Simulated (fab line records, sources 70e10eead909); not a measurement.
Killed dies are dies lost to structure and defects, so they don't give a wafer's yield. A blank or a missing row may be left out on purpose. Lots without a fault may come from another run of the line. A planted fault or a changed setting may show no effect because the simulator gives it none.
fab line records | flow nand_harc
record lots=24 wafers=72 last_day=25
route steps=1159 shown A_CONTACT@840
lots that met no fault: from a run of the same line without faults
start_h: hours from the record's first day to the start of the lot's first wafer shown | wait_h: hours since the lot's step before | " the same as in the row above | L1.1+2: a row that stands for several wafers | - no value, or no start given | * or withheld: withheld | < > ~ a bound
route shown NAME@n: a module of which the file shows steps, and the number in the route of the first | usual: mean/standard deviation of fault-free wafers | same: alike in all rows | chamber/n: place in a boat | sites: the reading at each site | _std_site: their standard deviation | _edge_site: outer sites' mean less inner sites' | radius_mm: how far each site lies from the wafer's centre | mask NAME#n: copy n | behind: the tool/chamber that last shaped the wafer | hold: why the lot was held/for how many hours/how that ended | device: the transistor (n, p or np) that didn't switch | end of line: the same wafers' tests at the end of the route | a step without rows: its recipe alone | killed: dies lost to structure and defects at the first sort, not the wafer's yield | map: a wafer's dies, x killed, . not, _ none there
set.NAME: the setting as run; set.NAME@STEP: as run at that earlier step | model.NAME: the simulator's own value behind a step, which no gauge read
steps of the route over a sample of lots; a table a step, a row a wafer
services: from which hour (start_h, from the record's first day; less than 0 if before it) a tool's chamber was out of use, for how many hours, and why
## steps
# step NHARC_A_CONTACT_DEP_24
# recipe target_thk_a=5000 temp_c=400 pressure_torr=6.5 rf_w=900 teos_flow_sccm=161.4 flow_sccm=2650 target_thk_nm=500 gas=O2 material=SiO2
# usual heater_power_w=556/110 showerhead_vpp_V=1847/69 throttle_valve_pct=15.8/0.33
# columns lot.wafer tool chamber start_h wait_h heater_power_w showerhead_vpp_V throttle_valve_pct
L074.1 pecvd-02 2 364.98 0.1 688 1927 15.8
L074.2 " 1 " " 474 1785 15.2
L074.5 " 2 " " 708 1890 15.7
L076.1 pecvd-03 2 374.64 0.1 675 1857 15.7
L076.6 " 2 " " 712 1813 15.9
L076.5 " 0 " " 414 1737 15.6
L075.1 pecvd-02 2 374.83 0.2 705 1915 16.0
L075.2 " 0 " " 416 1872 15.2
L075.4 " 2 " " 749 1910 16.0
L077.1 pecvd-03 1 380.28 0.1 645 1818 15.9
L077.3 " 0 " " 431 1755 15.4
L077.6 " 2 " " 707 1832 15.8
L079.1 pecvd-02 0 380.37 0.2 474 1883 15.5
L079.4 " 0 " " 483 1880 15.1
L079.6 " 2 " " 634 1902 15.7
L078.3 pecvd-02 2 398.48 0.1 625 1910 15.9
L078.4 " 0 " " 461 1889 15.4
L078.5 " 1 " " 443 1794 16.0
L081.2 pecvd-03 1 404.57 0.1 546 1870 16.5
L081.3 " 0 " " 423 1703 15.6
L081.4 " 2 " " 693 1820 15.7
L082.3 pecvd-02 2 404.84 0.1 712 1919 16.0
L082.2 " 1 " " 581 1763 15.8
L082.5 " 1 " " 442 1811 15.7
L080.1 pecvd-04 1 411.54 0.1 497 1960 15.2
L080.5 " 0 " " 642 1931 16.0
L080.6 " 2 " " 549 1963 15.5
L084.1 pecvd-02 2 411.57 0.2 629 1937 16.0
L084.4 " 0 " " 418 1891 15.3
L084.6 " 1 " " 551 1811 15.7
L083.3 pecvd-03 1 419.85 0.1 515 1832 16.1
L083.2 " 2 " " 661 1818 16.0
L083.5 " 2 " " 698 1795 15.6
L085.3 pecvd-03 1 435.17 0.1 643 1827 16.1
L085.2 " 2 " " 679 1860 15.7
L085.6 " 0 " " 374 1722 15.7
L088.3 pecvd-02 0 435.46 0.1 427 1867 15.5
L088.5 " 0 " " 445 1867 15.1
L088.6 " 1 " " 466 1767 16.0
L087.3 pecvd-02 0 439.71 0.4 377 1842 15.6
L087.1 " 1 " " 515 1778 15.8
L087.5 " 0 " " 419 1888 15.4
L086.1 pecvd-03 0 449.88 0.1 463 1728 15.8
L086.5 " 2 " " 699 1848 15.9
L086.6 " 1 " " 624 1823 16.3
L089.1 pecvd-02 1 449.91 0.1 554 1793 15.7
L089.3 " 2 " " 712 1924 16.1
L089.6 " 0 " " 470 1863 15.5
L091.3 pecvd-02 1 461.49 0.1 581 1783 15.8
L091.1 " 2 " " 722 1926 16.0
L091.4 " 2 " " 580 1912 16.1
L090.2 pecvd-03 1 461.60 0.1 494 1853 16.3
L090.1 " 2 " " 557 1811 15.9
L090.6 " 2 " " 614 1818 16.1
L092.2 pecvd-03 0 466.59 0.2 490 1729 15.8
L092.4 " 1 " " 634 1841 16.4
L092.5 " 2 " " 624 1849 16.0
L093.5 pecvd-04 1 466.73 0.2 469 1920 15.3
L093.6 " 2 " " 472 1995 16.3
L093.4 " 0 " " 692 1936 15.8
L094.3 pecvd-02 2 499.15 0.1 711 1945 15.9
L094.4 " 2 " " 743 1937 16.0
L094.5 " 0 " " 418 1848 15.6
L095.1 pecvd-02 2 503.46 0.1 744 1909 16.3
L095.2 " 0 " " 409 1863 15.7
L095.4 " 2 " " 756 1920 15.9
L096.3 pecvd-02 1 504.40 0.1 560 1764 16.1
L096.6 " 1 " " 547 1770 15.9
L096.5 " 0 " " 426 1907 15.3
L097.1 pecvd-03 0 507.66 0.1 463 1744 15.4
L097.5 " 0 " " 478 1750 15.2
L097.6 " 2 " " 640 1833 15.6
# step NHARC_A_CONTACT_ETCH_112
# recipe source_w=withheld pressure_mtorr=20 bias_v=3000 time_s=94 target_depth_a=9220 ar_flow_sccm=withheld c4f8_flow_sccm=withheld o2_flow_sccm=withheld chemistry=C4F8/O2/Ar
# columns lot.wafer tool chamber start_h wait_h rf_hours_counter_h
L074.1 har_cap_etch-01 0 371.20 0.2 56
L074.2 " 1 " " 56
L074.5 " 1 " " -
L076.1 har_cap_etch-01 1 379.74 0.1 58
L076.6 " 0 " " -
L076.5 " 1 " " -
L075.2 har_cap_etch-03 1 380.73 0.2 83
L075.1 " 0 " " 83
L075.4 " 0 " " -
L079.1 har_cap_etch-02 1 386.46 0.2 13
L079.4 " 0 " " -
L079.6 " 0 " " -
L077.1 har_cap_etch-03 0 386.80 0.2 84
L077.3 " 0 " " -
L077.6 " 0 " " -
L078.4 har_cap_etch-03 1 404.39 0.1 -
L078.3 " 0 " " -
L078.5 " 1 " " -
L081.2 har_cap_etch-02 1 410.77 0.1 17
L081.4 " 0 " " -
L081.3 " 1 " " -
L082.2 har_cap_etch-01 0 411.83 0.2 63
L082.3 " 0 " " -
L082.5 " 1 " " -
L084.1 har_cap_etch-02 1 419.17 0.2 18
L084.4 " 0 " " -
L084.6 " 0 " " -
L080.1 har_cap_etch-01 1 420.19 0.2 64
L080.6 " 1 " " -
L080.5 " 0 " " -
L083.2 har_cap_etch-01 1 426.67 0.2 66
L083.3 " 1 " " -
L083.5 " 1 " " -
L085.2 har_cap_etch-02 1 440.70 0.2 23
L085.3 " 1 " " -
L085.6 " 0 " " -
L088.3 har_cap_etch-01 1 440.98 0.1 -
L088.5 " 0 " " -
L088.6 " 1 " " -
L087.1 har_cap_etch-03 0 445.04 0.2 94
L087.3 " 1 " " -
L087.5 " 0 " " -
L086.1 har_cap_etch-01 1 455.00 0.1 72
L086.5 " 0 " " -
L086.6 " 1 " " -
L089.1 har_cap_etch-03 0 455.15 0.2 97
L089.3 " 1 " " -
L089.6 " 0 " " -
L091.1 har_cap_etch-01 1 468.64 0.2 74
L091.4 " 1 " " -
L091.3 " 0 " " -
L090.2 har_cap_etch-03 0 469.46 0.2 99
L090.1 " 1 " " 99
L090.6 " 0 " " -
L092.2 har_cap_etch-02 0 472.66 0.2 28
L092.4 " 0 " " -
L092.5 " 0 " " -
L093.4 har_cap_etch-01 0 473.77 0.1 -
L093.5 " 1 " " -
L093.6 " 0 " " -
L094.3 har_cap_etch-02 1 504.29 0.1 -
L094.4 " 0 " " -
L094.5 " 1 " " -
L095.1 har_cap_etch-01 1 508.44 0.2 79
L095.2 " 0 " " 79
L095.4 " 0 " " -
L096.3 har_cap_etch-03 1 510.78 0.1 -
L096.6 " 1 " " -
L096.5 " 0 " " -
L097.1 har_cap_etch-01 0 513.76 0.1 81
L097.5 " 1 " " -
L097.6 " 0 " " -
# step NHARC_A_CONTACT_ETCH_121
# recipe source_w=withheld pressure_mtorr=20 bias_v=3000 time_s=94 target_depth_a=9220 ar_flow_sccm=withheld c4f8_flow_sccm=withheld o2_flow_sccm=withheld chemistry=C4F8/O2/Ar
# columns lot.wafer tool chamber start_h wait_h rf_hours_counter_h
L074.1 har_cap_etch-01 0 372.01 0.1 57
L074.2 " 1 " " 57
L074.5 " 1 " " -
L076.1 har_cap_etch-01 1 380.56 0.1 58
L076.6 " 0 " " -
L076.5 " 1 " " -
L075.2 har_cap_etch-03 1 381.55 0.1 84
L075.1 " 0 " " 84
L075.4 " 0 " " -
L079.1 har_cap_etch-02 1 387.27 0.1 13
L079.4 " 0 " " -
L079.6 " 0 " " -
L077.1 har_cap_etch-03 0 387.62 0.1 85
L077.3 " 0 " " -
L077.6 " 0 " " -
L078.4 har_cap_etch-03 1 405.21 0.1 -
L078.3 " 0 " " -
L078.5 " 1 " " -
L081.2 har_cap_etch-02 1 411.59 0.1 17
L081.4 " 0 " " -
L081.3 " 1 " " -
L082.2 har_cap_etch-01 0 412.64 0.1 64
L082.3 " 0 " " -
L082.5 " 1 " " -
L084.1 har_cap_etch-02 1 419.99 0.1 18
L084.4 " 0 " " -
L084.6 " 0 " " -
L080.1 har_cap_etch-01 1 421.00 0.1 65
L080.6 " 1 " " -
L080.5 " 0 " " -
L083.2 har_cap_etch-01 1 427.49 0.1 67
L083.3 " 1 " " -
L083.5 " 1 " " -
L085.2 har_cap_etch-02 1 441.51 0.1 24
L085.3 " 1 " " -
L085.6 " 0 " " -
L088.3 har_cap_etch-01 1 442.07 0.1 -
L088.5 " 0 " " -
L088.6 " 1 " " -
L087.1 har_cap_etch-03 0 446.13 0.1 95
L087.3 " 1 " " -
L087.5 " 0 " " -
L086.1 har_cap_etch-01 1 455.82 0.1 72
L086.5 " 0 " " -
L086.6 " 1 " " -
L089.1 har_cap_etch-03 0 455.97 0.1 97
L089.3 " 1 " " -
L089.6 " 0 " " -
L091.1 har_cap_etch-01 1 469.45 0.1 74
L091.4 " 1 " " -
L091.3 " 0 " " -
L090.2 har_cap_etch-03 0 470.28 0.1 100
L090.1 " 1 " " 100
L090.6 " 0 " " -
L092.2 har_cap_etch-02 0 473.47 0.1 29
L092.4 " 0 " " -
L092.5 " 0 " " -
L093.4 har_cap_etch-01 0 474.59 0.1 -
L093.5 " 1 " " -
L093.6 " 0 " " -
L094.3 har_cap_etch-02 1 505.11 0.1 -
L094.4 " 0 " " -
L094.5 " 1 " " -
L095.1 har_cap_etch-01 1 509.26 0.1 80
L095.2 " 0 " " 80
L095.4 " 0 " " -
L096.3 har_cap_etch-03 1 511.60 0.1 -
L096.6 " 1 " " -
L096.5 " 0 " " -
L097.1 har_cap_etch-01 0 514.58 0.1 81
L097.5 " 1 " " -
L097.6 " 0 " " -
# step NHARC_A_CONTACT_CD_MEAS_53
# usual cd_nm=190.0/0.58
# columns lot.wafer tool chamber start_h wait_h cd_nm
L074.1 cd_sem-03 - 373.02 - 189.4
L074.2 " - " " 190.2
L074.5 " - " " 189.3
L076.1 cd_sem-01 - 381.54 - 190.0
L076.5 " - " " 190.4
L076.6 " - " " 189.8
L075.1 cd_sem-02 - 382.56 - 190.4
L075.2 " - " " 189.8
L075.4 " - " " 190.3
L079.1 cd_sem-03 - 388.29 - 190.1
L079.4 " - " " 190.7
L079.6 " - " " 190.2
L077.1 cd_sem-01 - 388.64 - 189.5
L077.3 " - " " 190.0
L077.6 " - " " 190.1
L078.3 cd_sem-03 - 406.22 - 189.4
L078.4 " - " " 189.5
L078.5 " - " " 189.6
L081.2 cd_sem-03 - 412.57 - 189.8
L081.3 " - " " 189.1
L081.4 " - " " 189.2
L082.2 cd_sem-02 - 413.73 - 190.1
L082.3 " - " " 189.6
L082.5 " - " " 189.6
L084.1 cd_sem-01 - 421.03 - 189.9
L084.4 " - " " 189.1
L084.6 " - " " 189.4
L080.1 cd_sem-01 - 422.05 - 189.5
L080.5 " - " " 189.7
L080.6 " - " " 190.5
L083.2 cd_sem-03 - 428.51 - 190.0
L083.3 " - " " 189.4
L083.5 " - " " 189.6
L085.2 cd_sem-01 - 442.52 - 189.9
L085.3 " - " " 190.9
L085.6 " - " " 190.8
L088.3 cd_sem-02 - 443.30 - 190.8
L088.5 " - " " 190.7
L088.6 " - " " 190.9
L087.1 cd_sem-02 - 447.37 - 190.1
L087.3 " - " " 189.4
L087.5 " - " " 190.2
L086.1 cd_sem-03 - 456.82 - 189.9
L086.5 " - " " 190.3
L086.6 " - " " 189.8
L089.1 cd_sem-01 - 456.97 - 189.9
L089.3 " - " " 191.4
L089.6 " - " " 191.4
L091.1 cd_sem-01 - 470.45 - 189.8
L091.3 " - " " 189.6
L091.4 " - " " 189.9
L090.1 cd_sem-03 - 471.31 - 190.3
L090.2 " - " " 190.0
L090.6 " - " " 189.8
L092.2 cd_sem-02 - 474.46 - 190.0
L092.4 " - " " 190.0
L092.5 " - " " 189.9
L093.4 cd_sem-03 - 475.58 - 189.8
L093.5 " - " " 190.4
L093.6 " - " " 190.2
L094.3 cd_sem-02 - 506.14 - 188.9
L094.4 " - " " 189.0
L094.5 " - " " 189.7
L095.1 cd_sem-03 - 510.26 - 189.4
L095.2 " - " " 190.6
L095.4 " - " " 189.7
L096.3 cd_sem-02 - 513.04 - 191.1
L096.5 " - " " 190.4
L096.6 " - " " 190.8
L097.1 cd_sem-01 - 515.68 - 191.2
L097.5 " - " " 190.1
L097.6 " - " " 190.6
# step NHARC_A_CONTACT_ETCH_78
# recipe target_depth_a=28000 over_etch_frac=0.3 time_s=728 ion_energy_ev=150 o2_flow_sccm=400 cos_flow_sccm=20 ar_flow_sccm=0 rf_w=500 bias_w=300 chemistry=O2/COS
# usual cos_flow_sccm=20.01/0.057 drypump_motor_current_A=5.6/0.33 oes_product_au=1.002/0.0094 rf_vpp_V=314.9/1.5 showerhead_plenum_p_Torr=3.16/0.077 throttle_valve_pct=28.331/0.0097
# columns lot.wafer tool chamber start_h wait_h cos_flow_sccm drypump_motor_current_A oes_product_au rf_hours_counter_h rf_vpp_V showerhead_plenum_p_Torr throttle_valve_pct
L074.1 rie_diel-02 2 - - 19.93 6.2 0.993 5 312.9 3.05 28.351
L074.2 " 0 " " 19.99 5.4 0.998 8 313.4 3.12 28.341
L074.5 " 1 " " 19.92 5.5 1.001 - 316.0 3.25 28.343
L076.1 rie_diel-04 3 - - 20.06 5.8 1.013 30 313.6 3.08 28.312
L076.5 " 0 " " 20.08 5.6 0.978 - 315.8 3.14 28.338
L076.6 " 1 " " 20.05 5.6 0.998 - 316.4 3.19 28.326
L075.4 rie_diel-08 2 - - 20.00 5.5 0.995 25 315.3 3.26 28.329
L075.1 " 3 " " 20.02 6.2 1.000 32 314.8 3.22 28.335
L075.2 " 0 " " 19.96 5.2 1.026 32 313.3 3.05 28.336
L079.1 rie_diel-02 0 - - 20.07 5.5 0.990 11 313.7 3.12 28.334
L079.4 " 3 " " 20.05 5.2 0.993 12 313.8 3.19 28.348
L079.6 " 0 " " 19.96 5.5 0.994 - 313.2 3.12 28.323
L077.1 rie_diel-08 0 - - 19.93 5.2 1.008 36 311.7 3.05 28.318
L077.3 " 1 " " 19.92 5.7 1.007 30 316.7 3.28 28.324
L077.6 " 0 " " 19.98 5.2 1.008 - 311.9 3.05 28.339
L078.4 rie_diel-04 2 - - 19.91 6.2 1.007 39 314.1 3.12 28.344
L078.3 " 3 " " 20.09 5.8 1.009 42 314.0 3.08 28.336
L078.5 " 3 " " 20.14 5.8 1.018 - 313.6 3.08 28.318
L081.3 rie_diel-04 0 - - 20.09 5.6 0.992 49 314.9 3.13 28.330
L081.2 " 1 " " 19.99 5.7 1.015 44 315.0 3.19 28.336
L081.4 " 2 " " 19.93 6.1 1.010 43 316.4 3.12 28.334
L082.2 rie_diel-08 3 - - 20.00 6.2 1.003 42 316.5 3.21 28.336
L082.3 " 2 " " 19.91 5.5 1.014 36 317.7 3.26 28.302
L082.5 " 0 " " 19.91 5.2 1.016 - 313.0 3.05 28.348
L084.4 rie_diel-02 3 - - 19.99 5.1 0.998 19 315.5 3.19 28.343
L084.1 " 1 " " 19.99 5.5 1.002 18 316.5 3.24 28.328
L084.6 " 2 " " 19.93 6.2 0.996 - 313.7 3.05 28.333
L080.1 rie_diel-08 2 - - 19.98 5.5 1.004 37 316.3 3.26 28.315
L080.6 " 0 " " 19.92 5.2 1.007 - 313.8 3.05 28.334
L080.5 " 1 " " 19.96 5.7 1.008 - 317.9 3.27 28.336
L083.3 rie_diel-04 3 - - 20.07 5.8 1.003 48 314.4 3.08 28.333
L083.2 " 0 " " 20.03 5.5 0.977 51 314.4 3.13 28.352
L083.5 " 2 " " 19.94 6.1 0.989 - 314.8 3.12 28.311
L085.3 rie_diel-02 0 - - 19.95 5.5 1.001 19 314.0 3.11 28.349
L085.2 " 1 " " 19.95 5.5 1.004 22 316.4 3.24 28.332
L085.6 " 2 " " 20.00 6.2 1.005 - 312.8 3.05 28.324
L088.3 rie_diel-08 3 - - 19.96 6.2 1.011 51 315.4 3.21 28.323
L088.6 " 0 " " 19.87 5.2 1.013 - 313.1 3.04 28.327
L088.5 " 1 " " 19.93 5.7 1.004 - 317.1 3.27 28.327
L087.1 rie_diel-08 0 - - 19.93 5.2 1.010 55 313.3 3.04 28.328
L087.3 " 1 " " 20.06 5.7 0.993 50 316.3 3.27 28.317
L087.5 " 0 " " 19.96 5.2 1.016 - 313.5 3.04 28.326
L086.1 rie_diel-04 0 - - 19.98 5.6 0.979 68 315.1 3.13 28.324
L086.6 " 3 " " 19.97 5.7 1.005 - 314.1 3.07 28.335
L086.5 " 0 " " 19.94 5.6 1.000 - 315.0 3.13 28.323
L089.1 rie_diel-02 0 - - 20.02 5.4 1.004 22 314.0 3.11 28.328
L089.3 " 2 " " 19.98 6.2 0.997 21 312.2 3.04 28.329
L089.6 " 1 " " 20.04 5.5 0.994 - 316.7 3.24 28.332
L091.1 rie_diel-02 3 - - 20.04 5.1 0.994 29 314.1 3.18 28.343
L091.3 " 0 " " 20.00 5.5 1.006 25 315.0 3.11 28.339
L091.4 " 3 " " 20.02 5.1 1.008 - 315.4 3.18 28.339
L090.1 rie_diel-04 0 - - 20.01 5.6 0.987 1 313.9 3.12 28.334
L090.2 " 3 " " 20.01 5.8 1.011 1 313.1 3.07 28.319
L090.6 " 1 " " 20.06 5.6 1.004 - 315.4 3.18 28.341
L093.5 rie_diel-02 0 - - 19.93 5.5 0.997 - 314.1 3.11 28.328
L093.6 " 1 " " 19.96 5.5 1.001 - 315.3 3.24 28.328
L093.4 " 3 " " 20.04 5.1 0.994 - 316.1 3.18 28.323
L092.2 rie_diel-02 3 - - 20.16 5.1 1.006 31 315.0 3.18 28.345
L092.4 " 0 " " 20.00 5.4 0.996 - 314.0 3.11 28.331
L092.5 " 3 " " 20.04 5.1 1.009 - 315.7 3.18 28.343
L094.4 rie_diel-08 1 - - 19.97 5.7 1.008 6 315.3 3.26 28.334
L094.3 " 0 " " 19.94 5.2 1.026 7 313.0 3.03 28.334
L094.5 " 1 " " 19.96 5.7 1.005 - 317.4 3.26 28.330
L095.4 rie_diel-08 2 - - 20.06 5.5 0.991 9 317.6 3.24 28.341
L095.2 " 3 " " 19.96 6.2 1.009 9 315.7 3.20 28.323
L095.1 " 0 " " 19.99 5.2 1.013 8 312.3 3.03 28.328
L096.3 rie_diel-08 2 - - 20.04 5.5 0.993 12 315.8 3.24 28.319
L096.5 " 2 " " 19.97 5.5 0.985 - 316.1 3.24 28.338
L096.6 " 3 " " 20.00 6.2 0.991 - 315.5 3.20 28.324
L097.1 rie_diel-08 2 - - 19.92 5.5 1.003 14 316.9 3.24 28.326
L097.5 " 2 " " 19.99 5.5 0.999 - 316.1 3.24 28.343
L097.6 " 3 " " 20.05 6.2 1.007 - 313.9 3.19 28.313
# step NHARC_A_CONTACT_DEP_85
# recipe target_thk_a=500 target_thk_nm=50 temp_c=400 pressure_torr=3.5 flow_sccm=200 rf_w=350 material=SiON
# usual heater_power_w=759/94 showerhead_vpp_V=1169/52
# columns lot.wafer tool chamber start_h wait_h heater_power_w showerhead_vpp_V
L074.2 pecvd-03 2 383.66 1.1 761 1155
L074.1 " 0 " " 653 1072
L074.5 " 1 " " 784 1145
L076.1 pecvd-02 2 392.31 1.1 920 1191
L076.5 " 2 " " 915 1188
L076.6 " 0 " " 667 1165
L075.1 pecvd-04 1 393.18 1.1 777 1237
L075.2 " 2 " " 771 1252
L075.4 " 0 " " 910 1190
L079.1 pecvd-03 1 398.47 1.1 737 1155
L079.4 " 2 " " 806 1136
L079.6 " 0 " " 663 1087
L077.1 pecvd-04 1 400.81 1.1 671 1235
L077.3 " 0 " " 835 1187
L077.6 " 0 " " 883 1198
L078.3 pecvd-02 0 420.68 0.7 557 1157
L078.4 " 2 " " 904 1184
L078.5 " 0 " " 565 1184
L082.3 pecvd-03 1 426.71 0.6 743 1134
L082.2 " 0 " " 692 1080
L082.5 " 0 " " 705 1088
L081.3 pecvd-03 0 427.06 0.6 699 1073
L081.2 " 2 " " 805 1158
L081.4 " 1 " " 822 1153
L084.1 pecvd-02 2 432.14 1.3 899 1204
L084.6 " 0 " " 578 1165
L084.4 " 2 " " 914 1175
L080.1 pecvd-02 2 433.19 1.1 770 1199
L080.6 " 0 " " 630 1165
L080.5 " 1 " " 774 1113
L083.3 pecvd-04 2 438.84 0.6 770 1274
L083.2 " 1 " " 794 1220
L083.5 " 0 " " 806 1189
L085.3 pecvd-02 2 451.78 0.7 949 1187
L085.2 " 0 " " 673 1187
L085.6 " 2 " " 913 1183
L088.3 pecvd-03 1 455.82 0.7 750 1148
L088.6 " 2 " " 894 1135
L088.5 " 1 " " 730 1169
L087.1 pecvd-03 1 457.70 1.1 792 1157
L087.3 " 2 " " 899 1138
L087.5 " 0 " " 673 1100
L086.1 pecvd-04 1 473.51 1.0 768 1220
L086.6 " 1 " " 766 1226
L086.5 " 0 " " 802 1189
L089.3 pecvd-02 0 474.34 0.7 616 1169
L089.1 " 1 " " 791 1130
L089.6 " 0 " " 620 1170
L091.3 pecvd-02 0 482.24 0.6 603 1189
L091.1 " 2 " " 909 1190
L091.4 " 1 " " 740 1111
L090.1 pecvd-04 0 485.87 1.1 842 1202
L090.2 " 1 " " 822 1223
L090.6 " 1 " " 788 1238
L093.6 pecvd-04 1 487.30 0.1 699 1230
L093.5 " 2 " " 745 1236
L093.4 " 0 " " 864 1194
L092.2 pecvd-03 1 488.48 0.9 814 1152
L092.5 " 0 " " 639 1087
L092.4 " 2 " " 842 1126
L094.3 pecvd-04 0 517.21 0.7 811 1200
L094.4 " 1 " " 819 1214
L094.5 " 0 " " 860 1214
L095.2 pecvd-03 2 520.70 0.9 829 1139
L095.1 " 0 " " 571 1056
L095.4 " 1 " " 749 1153
L096.3 pecvd-04 1 524.65 0.6 773 1230
L096.6 " 1 " " 791 1239
L096.5 " 0 " " 756 1220
L097.1 pecvd-02 1 529.81 1.1 665 1117
L097.5 " 0 " " 576 1175
L097.6 " 2 " " 923 1191
## services
# columns tool chamber start_h hours kind
pecvd-02 0 347.24 - clean
pecvd-02 1 347.24 - clean
pecvd-02 2 347.24 - clean
rie_diel-02 2 351.49 19.5 repair
rie_diel-02 0 361.33 4.1 repair
pecvd-04 - 376.18 13.0 pm
rie_diel-02 2 399.59 5.1 repair
rie_diel-08 - 412.46 2.5 repair
pecvd-04 - 435.24 1.0 repair
rie_diel-02 2 459.83 4.2 repair
pecvd-03 - 460.10 1.2 repair
rie_diel-02 1 462.89 1.5 repair
rie_diel-04 - 466.05 9.0 pm
pecvd-03 - 473.28 13.0 pm
rie_diel-02 2 475.63 6.5 repair
rie_diel-04 - 476.57 1.2 repair
rie_diel-08 - 478.86 9.0 pm
rie_diel-02 - 504.83 9.0 pm
pecvd-04 - 509.00 0.2 repair
pecvd-02 - 515.24 13.0 pm
pecvd-02 0 515.24 13.0 vent_cycle
pecvd-02 1 515.24 13.0 vent_cycle
rie_diel-04 2 516.64 13.8 repair
rie_diel-08 3 523.50 2.9 repair
## key
fault none
